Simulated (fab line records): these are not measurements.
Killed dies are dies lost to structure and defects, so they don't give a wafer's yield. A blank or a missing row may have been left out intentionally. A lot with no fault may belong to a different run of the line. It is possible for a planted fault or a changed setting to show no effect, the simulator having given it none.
Split-lot trial / flow n5-finfet / 21 wafers read from 7 lots, route of 1938 steps

ABOUT THE SPLIT
At N5_BEOL_M6_DESCUM_33 (chemistry O2, time 7 s), the setting time-s was moved away from the recipe's 7 s on 5 of the 21 wafers read, by -18.6% to +17.0%. All remaining wafers had this setting at the recipe value.

The reading comes from the split's own step.

THE READING
CAR-EUV_of_BEOL_M6_COAT_22.thk-nm (the simulator's own value, which no gauge read), in nm, at N5_BEOL_M6_DESCUM_33 (chemistry O2, time 7 s). The file does not state a usual value for it. Across the 16 wafers here that went through the recipe, the average is 26.1 nm and the standard deviation 0.097 nm.

wafer=L074.1; tool, chamber at the split=rie-diel-02, 3,0; time-s as run, s=8.192; against the recipe=+17.0%; CAR-EUV_of_BEOL_M6_COAT_22.thk-nm, nm=25.4; against lot-mates on the recipe=-0.6
wafer=L074.4; tool, chamber at the split=rie-diel-02, 3,0; time-s as run, s=8.192; against the recipe=+17.0%; CAR-EUV_of_BEOL_M6_COAT_22.thk-nm, nm=25.4; against lot-mates on the recipe=-0.6
wafer=L074.3; tool, chamber at the split=rie-diel-02, 2; time-s as run, s=7; against the recipe=recipe; CAR-EUV_of_BEOL_M6_COAT_22.thk-nm, nm=26; against lot-mates on the recipe=-
wafer=L077.1; tool, chamber at the split=rie-diel-03, 2; time-s as run, s=7; against the recipe=recipe; CAR-EUV_of_BEOL_M6_COAT_22.thk-nm, nm=26.2; against lot-mates on the recipe=-
wafer=L077.4; tool, chamber at the split=rie-diel-03, 2; time-s as run, s=7; against the recipe=recipe; CAR-EUV_of_BEOL_M6_COAT_22.thk-nm, nm=26.2; against lot-mates on the recipe=-
wafer=L077.5; tool, chamber at the split=rie-diel-03, 3; time-s as run, s=5.698; against the recipe=-18.6%; CAR-EUV_of_BEOL_M6_COAT_22.thk-nm, nm=26.8; against lot-mates on the recipe=+0.6
wafer=L076.1; tool, chamber at the split=rie-diel-01, 3,2,0; time-s as run, s=7; against the recipe=recipe; CAR-EUV_of_BEOL_M6_COAT_22.thk-nm, nm=26; against lot-mates on the recipe=-
wafer=L076.3; tool, chamber at the split=rie-diel-01, 3,2,0; time-s as run, s=7; against the recipe=recipe; CAR-EUV_of_BEOL_M6_COAT_22.thk-nm, nm=26; against lot-mates on the recipe=-
wafer=L076.6; tool, chamber at the split=rie-diel-01, 3,2,0; time-s as run, s=7; against the recipe=recipe; CAR-EUV_of_BEOL_M6_COAT_22.thk-nm, nm=26; against lot-mates on the recipe=-
wafer=L086.1; tool, chamber at the split=rie-diel-03, 0,3; time-s as run, s=5.849; against the recipe=-16.4%; CAR-EUV_of_BEOL_M6_COAT_22.thk-nm, nm=26.6; against lot-mates on the recipe=+0.6
wafer=L086.5; tool, chamber at the split=rie-diel-03, 0,3; time-s as run, s=5.849; against the recipe=-16.4%; CAR-EUV_of_BEOL_M6_COAT_22.thk-nm, nm=26.6; against lot-mates on the recipe=+0.6
wafer=L086.6; tool, chamber at the split=rie-diel-03, 2; time-s as run, s=7; against the recipe=recipe; CAR-EUV_of_BEOL_M6_COAT_22.thk-nm, nm=26; against lot-mates on the recipe=-
wafer=L088.1; tool, chamber at the split=rie-diel-03, 0; time-s as run, s=7; against the recipe=recipe; CAR-EUV_of_BEOL_M6_COAT_22.thk-nm, nm=26.2; against lot-mates on the recipe=-
wafer=L088.6; tool, chamber at the split=rie-diel-03, 0; time-s as run, s=7; against the recipe=recipe; CAR-EUV_of_BEOL_M6_COAT_22.thk-nm, nm=26.2; against lot-mates on the recipe=-
wafer=L088.3; tool, chamber at the split=rie-diel-03, 2; time-s as run, s=7; against the recipe=recipe; CAR-EUV_of_BEOL_M6_COAT_22.thk-nm, nm=26; against lot-mates on the recipe=-
wafer=L094.1; tool, chamber at the split=rie-diel-03, 2; time-s as run, s=7; against the recipe=recipe; CAR-EUV_of_BEOL_M6_COAT_22.thk-nm, nm=26; against lot-mates on the recipe=-
wafer=L094.4; tool, chamber at the split=rie-diel-03, 3,2; time-s as run, s=7; against the recipe=recipe; CAR-EUV_of_BEOL_M6_COAT_22.thk-nm, nm=26.2; against lot-mates on the recipe=-
wafer=L094.5; tool, chamber at the split=rie-diel-03, 3,2; time-s as run, s=7; against the recipe=recipe; CAR-EUV_of_BEOL_M6_COAT_22.thk-nm, nm=26.2; against lot-mates on the recipe=-
wafer=L096.1; tool, chamber at the split=rie-diel-01, 2,1,0; time-s as run, s=7; against the recipe=recipe; CAR-EUV_of_BEOL_M6_COAT_22.thk-nm, nm=26; against lot-mates on the recipe=-
wafer=L096.3; tool, chamber at the split=rie-diel-01, 2,1,0; time-s as run, s=7; against the recipe=recipe; CAR-EUV_of_BEOL_M6_COAT_22.thk-nm, nm=26; against lot-mates on the recipe=-
wafer=L096.6; tool, chamber at the split=rie-diel-01, 2,1,0; time-s as run, s=7; against the recipe=recipe; CAR-EUV_of_BEOL_M6_COAT_22.thk-nm, nm=26; against lot-mates on the recipe=-
Rows listing several chambers each stand for several wafers; the file does not say which wafer went through which chamber.

THE FIT
A straight line over all 21 wafers: CAR-EUV_of_BEOL_M6_COAT_22.thk-nm changes by -0.0368 nm for each +1% of time-s; r = -0.96; the points scatter about the line by 0.094 nm.
The same after taking each lot's own level away (the mean of its wafers on the recipe; 21 wafers): -0.035 nm for each +1%; r = -0.98; scatter 0.055 nm.
The reading moves by 0.65 nm for the largest change in time-s, on that fit.
Measured against the standard deviation above, the lots' own levels, which go from 26.00 to 26.20 nm, span 2.1 times it.
Consequently the slope shifts little with the lot-to-lot level, the two slopes agreeing.
Check: with one of the wafers moved furthest among these (-18.6%) left out of the fit, the line predicts +0.669 nm for it against its lot-mates. It came out at +0.6 nm against them.

THESE WAFERS: OTHER SPLITS
Other splits were also applied to these wafers ahead of the reading. Each is held against what the fit with the lots' levels taken away leaves over:
other split on the same wafers=N5_BEOL_M6_ETCH_62 time-s; wafers away from the commonest value=8; r with CAR-EUV_of_BEOL_M6_COAT_22.thk-nm (lot level and that fit taken away)=+0.08

FILE'S OWN FIT
CAR-EUV_of_BEOL_M6_COAT_22.thk-nm changes by -0.0345 nm for each +1% of time-s, r = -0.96.
